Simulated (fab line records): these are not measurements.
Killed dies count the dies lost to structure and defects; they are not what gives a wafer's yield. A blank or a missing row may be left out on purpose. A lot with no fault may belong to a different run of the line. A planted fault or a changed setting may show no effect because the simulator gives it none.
Chamber matching ; flow nand-harc ; 4 sister chambers for NHARC_A_CHANNEL_FILL_D2_ALD_14 on ald-hk-02
The step deposits SiO2, target thk 2.5 nm, pulse time 10 s, ald cycles 25. 14 wafers are shown with their chamber, then 7 later ones without.

WAFERS WITH THEIR CHAMBER
wafer;chamber;heater-power-w (W);precursor-pulse-height-rel;susceptor-temp-C (C)
L074.4;0;461;0.997;299.97
L074.5;3;408;0.989;299.98
L074.6;2;498;1.023;300.21
L075.2;2;491;0.987;299.87
L075.3;3;410;1.007;299.94
L075.6;1;441;1.015;299.91
L077.2;3;409;1.018;299.76
L077.4;2;511;0.958;300.12
L077.5;1;443;0.998;299.98
L081.1;1;458;1.017;299.90
L081.5;0;440;1.014;299.95
L081.6;3;392;1.010;300.09
L082.1;3;382;1.032;300.25
L082.4;0;455;1.047;300.35

SIGNATURES, as means of the wafers listed above
reading;chamber 0;chamber 1;chamber 2;chamber 3;scatter within a chamber
heater-power-w;452.00;447.33;500.00;400.20;11.2
precursor-pulse-height-rel;1.01933;1.01000;0.98933;1.01120;0.0215
susceptor-temp-C;300.0900;299.9300;300.0667;300.0040;0.173
Rule: for each reading, subtract the chamber's mean from the wafer's reading, divide by that reading's scatter and square the result; add these up over the readings and take the root, which gives the wafer's distance from the chamber. If the next closest chamber is less than 2 further off than the closest, the wafer can't be placed; otherwise it belongs to the closest. The scatter: take each reading less its chamber's mean, square it, sum over the shown wafers, divide by the number of wafers less the number of chambers, and take the root.

WAFERS WITH NO CHAMBER GIVEN
wafer;heater-power-w (W);precursor-pulse-height-rel;susceptor-temp-C (C)
L082.6;456;1.002;300.10
L091.1;491;1.007;300.11
L091.2;457;0.984;300.30
L091.6;450;0.999;300.08
L097.3;462;0.980;300.02
L097.4;451;1.001;299.69
L097.6;397;1.014;300.06

WHICH CHAMBER EACH ONE RAN IN
wafer;from the rows above;in truth
L082.6;can't be placed: 0 or 1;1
L091.1;2;2
L091.2;can't be placed: 0 or 1 or 2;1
L091.6;can't be placed: 0 or 1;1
L097.3;can't be placed: 1 or 0 or 2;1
L097.4;can't be placed: 1 or 0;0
L097.6;3;3
Correct placement for 2 of the 7. Not placeable from these rows: 5 (in 5, the candidates include the true chamber). Number placed wrongly: 0.
